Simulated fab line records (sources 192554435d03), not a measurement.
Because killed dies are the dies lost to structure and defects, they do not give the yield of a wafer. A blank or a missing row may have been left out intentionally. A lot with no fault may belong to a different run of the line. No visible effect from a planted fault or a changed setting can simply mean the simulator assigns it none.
Chamber matching || flow n5_finfet || N5_MOL_CONTACT_COAG_CMP_52 on cmp-01 has 4 sister chambers
The step polishes, stops on SiO2, t overpolish 1.5 s, target thk 66.5 nm. 4 wafers are shown with their chamber, then 7 later ones without.

## WAFERS, EACH WITH ITS CHAMBER
{"wafer": "L074.3", "chamber": 0, "motor_current_A (A)": 9.9}
{"wafer": "L091.4", "chamber": 2, "motor_current_A (A)": 11.2}
{"wafer": "L092.1", "chamber": 3, "motor_current_A (A)": 13.7}
{"wafer": "L092.4", "chamber": 1, "motor_current_A (A)": 13.4}

## WAFERS WHOSE CHAMBER IS MISSING
{"wafer": "L092.6", "motor_current_A (A)": 9.8}
{"wafer": "L094.1", "motor_current_A (A)": 11.1}
{"wafer": "L094.2", "motor_current_A (A)": 13.5}
{"wafer": "L094.5", "motor_current_A (A)": 12.9}
{"wafer": "L097.2", "motor_current_A (A)": 13.8}
{"wafer": "L097.3", "motor_current_A (A)": 12.9}
{"wafer": "L097.6", "motor_current_A (A)": 10.1}

## WHICH CHAMBER EACH WENT THROUGH
{"wafer": "L092.6", "from the rows above": 0, "in truth": 0}
{"wafer": "L094.1", "from the rows above": 2, "in truth": 2}
{"wafer": "L094.2", "from the rows above": "can't be placed: 1 or 3", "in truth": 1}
{"wafer": "L094.5", "from the rows above": "can't be placed: 1 or 3", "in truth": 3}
{"wafer": "L097.2", "from the rows above": "can't be placed: 3 or 1", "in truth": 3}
{"wafer": "L097.3", "from the rows above": "can't be placed: 1 or 3", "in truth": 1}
{"wafer": "L097.6", "from the rows above": 0, "in truth": 0}
Correctly placed: 3 of 7. These rows do not allow placing 4 (true chamber among the candidates in 4). Wrongly placed: 0.
How it was worked out, from the rows above alone: a wafer's distance from a chamber is the root of the sum, over the readings, of the square of ((its reading less the chamber's mean) divided by the reading's scatter). The wafer belongs to the nearest chamber; if the next one is less than 2 further off, it can't be placed. Each chamber's mean is taken over the wafers shown for it. The scatter: root of mean squared gap, hidden wafer to nearest shown wafer, with one shown wafer a chamber.
